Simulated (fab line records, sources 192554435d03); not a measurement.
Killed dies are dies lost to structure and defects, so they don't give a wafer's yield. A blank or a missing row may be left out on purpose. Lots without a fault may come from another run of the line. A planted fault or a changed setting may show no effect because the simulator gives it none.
A struck lot beside a sound one | flow n5_finfet | 23 steps out of a route of 1938
Sound: wafers L592.1, L592.4, L592.6. Struck: wafers L587.1, L587.3, L587.5. The cause comes at the end.
At each step with rows: each side's tool, then ch and its chambers, then its first start. Under that, the readings that differ: sound wafers | struck wafers | difference of the means | sigmas: that difference in standard deviations of wafers without a fault.
alike: readings whose means differ by less than 2 such deviations, and words and numbers that are the same on both sides. not compared: withheld readings, readings that some wafer has no value for, bounds like >300 that may hide the same value, and numbers for which the record gives no deviation and whose values overlap.
The two part at a step that has a row with sigmas, a row that says differs or no value, or rows on one side only. Numbers that don't overlap but have no deviation are shown without sigmas and don't part them. A reading that every wafer of one side lacks parts them only if that side has two wafers or more.

first, 8 steps without rows for these wafers: N5_BEOL_M10_DEVELOP_10 (develop time 30 s); N5_BEOL_M10_DESCUM_16 (chemistry O2, time 7.9 s); N5_BEOL_M10_ETCH_61 (etches SiARC in CF4, target depth 39 nm, time 65 s); N5_BEOL_M10_ETCH_62 (etches SOC in N2/H2, target depth 110 nm, overetch 22 nm, time 165 s); N5_BEOL_M10_STRIP_68 (strips in N2/H2); N5_BEOL_M10_STRIP_67 (strips in CF4); N5_BEOL_M10_HM_OPEN_17 (chemistry Cl2/BCl3, target TiN, target depth 20 nm, overetch 6 nm); N5_BEOL_M10_STRIP_19 (strips in O2).
N5_BEOL_M10_COAT_63: time 60 s, resist thk 100 nm.
  sound on litho_track-01 ch 0, day 15 21:39; struck on litho_track-05 ch 0, day 14 18:17
  reading                                   | sound                | struck               | difference | sigmas
  spin_speed_rpm (rpm)                      | 1499.9 1497.1 1499.4 | 1813.6 1813.1 1813.7 | +314.7     | +99 or more
  model.SOC_of_BEOL_M10_COAT_63.thk_nm (nm) | 99.8 99.6 100        | 90.6 90.6 90.8       | -9.1       |
then, 9 steps without rows for these wafers: N5_BEOL_M10_COAT_64 (time 60 s, resist thk 30 nm); N5_BEOL_M10_COAT_22 (resist thk 90 nm); N5_BEOL_M10_EBR_24; N5_BEOL_M10_SOFTBAKE_23 (time 60 s); N5_BEOL_M10_EXPOSE_25 (exposes mask V9); N5_BEOL_M10_PEB_26 (peb time 60 s); N5_BEOL_M10_DEVELOP_27 (develop time 30 s); N5_BEOL_M10_DESCUM_33 (chemistry O2, time 7.9 s); N5_BEOL_M10_ETCH_65 (etches SiARC in CF4, target depth 39 nm, time 65 s).
N5_BEOL_M10_ETCH_66: etches SOC in N2/H2, target depth 120 nm, overetch 24 nm, time 180 s.
  sound on rie_diel-05 ch 2,3, day 15 22:25; struck on rie_diel-04 ch 0,1, day 14 18:50
  reading                  | sound           | struck            | difference | sigmas
  model.etch.depth_nm (nm) | 99.75 99.54 100 | 90.64 90.66 90.81 | -9.06      |
  alike: drypump_motor_current_A, oes_product_au, rf_vpp_V, showerhead_plenum_p_Torr, throttle_valve_pct
  not compared: rf_hours_counter_h
then, 1 step without rows for these wafers: N5_BEOL_M10_STRIP_69 (strips in N2/H2).
N5_BEOL_M10_VIA_ETCH_34: etches SiCOH lowk in C4F6/O2, target depth 184.5 nm, time 69.2 s.
  sound on rie_diel-05 ch 2,3, day 15 22:32; struck on rie_diel-04 ch 0,1, day 14 18:58
  reading                                   | sound          | struck         | difference | sigmas
  model.SOC_of_BEOL_M10_COAT_63.thk_nm (nm) | 91.6 91.6 91.8 | 82.6 82.6 82.8 | -9.0       |
  alike: C4F6_flow_sccm, O2_flow_sccm, drypump_motor_current_A, oes_product_au, rf_vpp_V, showerhead_plenum_p_Torr, throttle_valve_pct
  not compared: rf_hours_counter_h
then, 1 step without rows for these wafers: N5_BEOL_M10_STRIP_73 (strips in C4F6/O2).
-- the record jumps here: 2 days lie between the struck wafers' starts before and after (it left off in module BEOL_M10 and takes up again in module PASSIVATION, whose first step shown is number 1936 of the route) --
N5_PASSIVATION_PROBE_49:
  sound on prober-02, day 18 18:51; struck on prober-01, day 16 19:15
  alike: defect_limited_yield, killed_at_M0_to_M3, killed_at_M4_up, killed_at_contacts, killed_at_front_end, killed_at_other, killed_dies, killed_open, killed_short, sort_bin_5_function, sort_bin_6_memory, sort_n_pass, sort_yield_pct

WHERE THEY PART
Only at N5_BEOL_M10_COAT_63, within this record. Later steps at which nothing parts them and some readings are alike: N5_BEOL_M10_ETCH_66, N5_BEOL_M10_VIA_ETCH_34, N5_PASSIVATION_PROBE_49.

WHY: what the simulator had put in
Process parameter drift: litho_track-05, from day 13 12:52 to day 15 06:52, at N5_BEOL_M10_COAT_63. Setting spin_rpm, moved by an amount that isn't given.
